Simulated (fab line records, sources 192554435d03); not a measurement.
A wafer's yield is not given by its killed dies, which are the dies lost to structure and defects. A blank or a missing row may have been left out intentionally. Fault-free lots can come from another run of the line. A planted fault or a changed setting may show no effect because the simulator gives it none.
Struck lot and sound lot, side by side ; flow n5 finfet ; 37 steps out of a route of 1938
Sound: these wafers, L769.3, L769.5, L769.6. Wafers struck: L763.2, L763.5, L763.6. The cause is given at the end.
For every step that has rows: the tool of each side, followed by ch and its chambers, followed by its first start. Under that, the readings that differ: sound wafers ; struck wafers ; difference of the means ; sigmas: that difference in standard deviations of wafers without a fault.
alike: same words and numbers on both sides, and readings whose means sit less than 2 such deviations apart. not compared: any withheld reading, any reading some wafer has no value for, any bound like >300 that may hide the same value, and any number with overlapping values for which the record gives no deviation.
Wherever a step has rows on one side only, a row that says differs or no value, or a row with sigmas, the two part there. Non-overlapping numbers with no deviation appear without sigmas and do not part them. A reading that every wafer of one side lacks parts them only if that side has two wafers or more.

first, 9 steps without rows for these wafers: N5_BEOL_M4_ANNEAL_95 (time 240 s); N5_BEOL_M4_SPUTTER_96 (material Cu, target thk 4.5 nm, time 8.29 s); N5_BEOL_M4_ECD_50 (material Cu, target thk 300 nm); N5_BEOL_M4_ANNEAL_51 (time 90 s); N5_BEOL_M4_CMP_52 (polishes, stops on SiOC, t overpolish 6.8 s, target thk 40 nm); N5_BEOL_M4_PRE_CLEAN_60 (time 15 s); N5_BEOL_M4_CO_CAP_55 (material Co, precursor CCTBA/H2, target thk 2 nm, time 102.1 s); N5_BEOL_M4_PRE_CLEAN_56 (time 15 s); N5_BEOL_M4_DEP_57 (deposits SiCN from 3MS/NH3, target thk 8 nm, time 14 s).
N5_BEOL_M4_RC_MEAS_101:
  sound on prober-02 ch 0, day 12 10:55; struck on prober-02 ch 0, day 11 00:51
  alike: DIBL_N, DIBL_P, IOFF_N, IOFF_P, ION_N, ION_P, SS_N, SS_P, VT_N, VT_P
then, 24 steps without rows for these wafers: N5_BEOL_M5_ILD_DEP_00 (deposits SiCOH lowk from DEMS/porogen, target thk 140.64 nm, time 25.9 s); N5_BEOL_M5_CURE_79 (cures SiCOH lowk, time 240 s); N5_BEOL_M5_PECVD_70 (deposits SiO2 from TEOS/O2, target thk 16 nm, time 18 s); N5_BEOL_M5_HM_DEP_02 (deposits TiN, target thk 20 nm); N5_BEOL_M5_COAT_59 (time 60 s, resist thk 60 nm); N5_BEOL_M5_COAT_60 (time 60 s, resist thk 12 nm); N5_BEOL_M5_COAT_71 (time 60 s, resist thk 5 nm); N5_BEOL_M5_COAT_05 (resist thk 30 nm); N5_BEOL_M5_EBR_07; N5_BEOL_M5_SOFTBAKE_06 (time 60 s); N5_BEOL_M5_EXPOSE_08 (exposes mask M5, target cd 28 nm); N5_BEOL_M5_PEB_09 (peb time 60 s); N5_BEOL_M5_DEVELOP_10 (develop time 30 s); N5_BEOL_M5_DESCUM_16 (chemistry O2, time 7 s); N5_BEOL_M5_ETCH_72 (etches underlayer in N2/H2, target depth 6.5 nm, time 5.2 s); N5_BEOL_M5_ETCH_61 (etches SiARC in CF4, target depth 15.6 nm, time 26 s); N5_BEOL_M5_ETCH_62 (etches SOC in N2/H2, target depth 75 nm, overetch 15 nm, time 112.5 s); N5_BEOL_M5_STRIP_63 (strips in N2/H2); N5_BEOL_M5_STRIP_73 (strips in N2/H2); N5_BEOL_M5_STRIP_64 (strips in CF4); N5_BEOL_M5_HM_OPEN_17 (chemistry Cl2/BCl3, target TiN, target depth 20 nm, overetch 6 nm); N5_BEOL_M5_STRIP_19 (strips in O2); N5_BEOL_M5_COAT_65 (time 60 s, resist thk 60 nm); N5_BEOL_M5_COAT_66 (time 60 s, resist thk 12 nm).
N5_BEOL_M6_STRIP_36: strips in N2/H2.
  sound on rie diel-06 ch 2,3, day 13 08:23; struck on rie diel-05 ch 1,2,3, day 11 20:54
  no value came back on the struck wafers for any of 7 readings (bias power w (W), chamber pressure mTorr (mTorr) and others); on the sound wafers bias power w (W) reads 7.029 7.017 6.992
reading;sound;struck;difference;sigmas
model.SOC_of_BEOL_M6_COAT_63.thk nm (nm);0 0 0;54.2 54.2 54.2;+54.2;
  not compared: rf hours counter h
N5_BEOL_M6_ETCH_41: etches SiCN in CH3F/O2, target depth 29.7 nm, time 52 s.
  sound on rie diel-06 ch 2,3; struck on rie diel-05 ch 1,2,3, day 11 20:58
reading;sound;struck;difference;sigmas
model.SOC_of_BEOL_M6_COAT_63.thk nm (nm);0 0 0;37.8 38 38;+37.9;
  alike: drypump motor current A, oes product au, rf vpp V, showerhead plenum p Torr, throttle valve pct
  not compared: rf hours counter h
-- the record jumps here: 3 days lie between the struck wafers' starts before and after (it left off in module BEOL_M6 and takes up again in module PASSIVATION, whose first step shown is number 1936 of the route) --
N5_PASSIVATION_PROBE_49:
  sound on prober-01 at day 17 06:49; struck on prober-01 at day 15 08:03
reading;sound;struck;difference;sigmas
defect limited yield (%);89.5 92.0 90.8;0 0 0;-91;-61
killed_at_M4_up;12 7 13;1100 1077 1096;+1080;+99 or more
killed dies;124 94 109;1180 1180 1180;+1071;+63
killed on rim;18 9 13;152 152 152;+139;+33
sort_bin_5_function (%);6.5 4.5 5.2;96.8 95.8 97.5;+91.3;+91
sort n pass;1056 1086 1071;0 0 0;-1071;-63
sort yield pct (%);89.5 92.0 90.8;0 0 0;-91;-61
  alike: killed_at_M0_to_M3, killed at contacts, killed at front end, killed at other, killed open, killed short, sort_bin_6_memory

== WHERE THEY PART ==
First at N5_BEOL_M6_STRIP_36; last, within this record, at N5_PASSIVATION_PROBE_49.

WHY: whatever the simulator had introduced
Whole step skipped at N5_BEOL_M6_STRIP_36 on rie diel-05, starting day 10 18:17. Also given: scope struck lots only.
